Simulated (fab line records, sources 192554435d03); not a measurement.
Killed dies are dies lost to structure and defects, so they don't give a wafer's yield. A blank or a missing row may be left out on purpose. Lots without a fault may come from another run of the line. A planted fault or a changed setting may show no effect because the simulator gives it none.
Chamber matching | flow n5_finfet | N5_FIN_SAQP_PECVD_06 on pecvd-02: 3 sister chambers
The step deposits a-Si from SiH4/He, target thk 60 nm, time 48.1 s. 16 wafers are shown with their chamber, then 8 later ones without.

WAFERS WITH THEIR CHAMBER
wafer  | chamber | throttle_valve_pct (%) | heater_power_w (W) | showerhead_plenum_p_Torr (Torr)
L074.2 | 0       | 17.6                   | 735                | 5.658
L074.3 | 1       | 19.1                   | 758                | 5.652
L074.5 | 1       | 19.2                   | 769                | 5.658
L075.2 | 1       | 19.1                   | 786                | 5.651
L075.4 | 0       | 17.6                   | 735                | 5.655
L075.6 | 0       | 18.1                   | 725                | 5.640
L077.1 | 1       | 19.1                   | 782                | 5.664
L077.2 | 0       | 17.5                   | 728                | 5.660
L077.3 | 0       | 17.8                   | 742                | 5.645
L079.1 | 2       | 16.6                   | 813                | 5.671
L079.3 | 1       | 19.0                   | 798                | 5.661
L079.5 | 1       | 19.3                   | 780                | 5.648
L080.4 | 1       | 19.0                   | 727                | 5.670
L080.5 | 0       | 17.8                   | 720                | 5.650
L080.6 | 2       | 16.7                   | 817                | 5.695
L089.1 | 0       | 17.7                   | 694                | 5.651

SIGNATURES (means of the wafers above)
reading                  | chamber 0 | chamber 1 | chamber 2 | scatter within a chamber
throttle_valve_pct       | 17.729    | 19.114    | 16.650    | 0.154
heater_power_w           | 725.57    | 771.43    | 815.00    | 19.1
showerhead_plenum_p_Torr | 5.65129   | 5.65771   | 5.68300   | 0.00862
Rule: a wafer's distance from a chamber is the root of the sum, over the readings, of the square of ((its reading less the chamber's mean) divided by the reading's scatter). The wafer belongs to the nearest chamber; if the next one is less than 2 further off, it can't be placed. The scatter: the root of (the sum of the squares of (reading less its chamber's mean) over the shown wafers, divided by (wafers less chambers)).

WAFERS WITHOUT THEIR CHAMBER
wafer  | throttle_valve_pct (%) | heater_power_w (W) | showerhead_plenum_p_Torr (Torr)
L089.2 | 16.5                   | 740                | 5.677
L089.6 | 19.1                   | 780                | 5.660
L091.1 | 19.1                   | 784                | 5.666
L091.4 | 18.1                   | 824                | 5.640
L091.5 | 16.7                   | 767                | 5.685
L095.3 | 17.0                   | 848                | 5.668
L095.5 | 16.9                   | 858                | 5.677
L095.6 | 18.1                   | 840                | 5.646

WHICH CHAMBER EACH WENT THROUGH
wafer  | from the rows above     | in truth
L089.2 | 2                       | 2
L089.6 | 1                       | 1
L091.1 | 1                       | 1
L091.4 | can't be placed: 0 or 1 | 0
L091.5 | 2                       | 2
L095.3 | 2                       | 2
L095.5 | 2                       | 2
L095.6 | can't be placed: 0 or 1 | 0
Placed correctly: 6 of 8. Can't be placed from these rows: 2 (the true chamber is among the candidates in 2). Placed wrongly: 0.
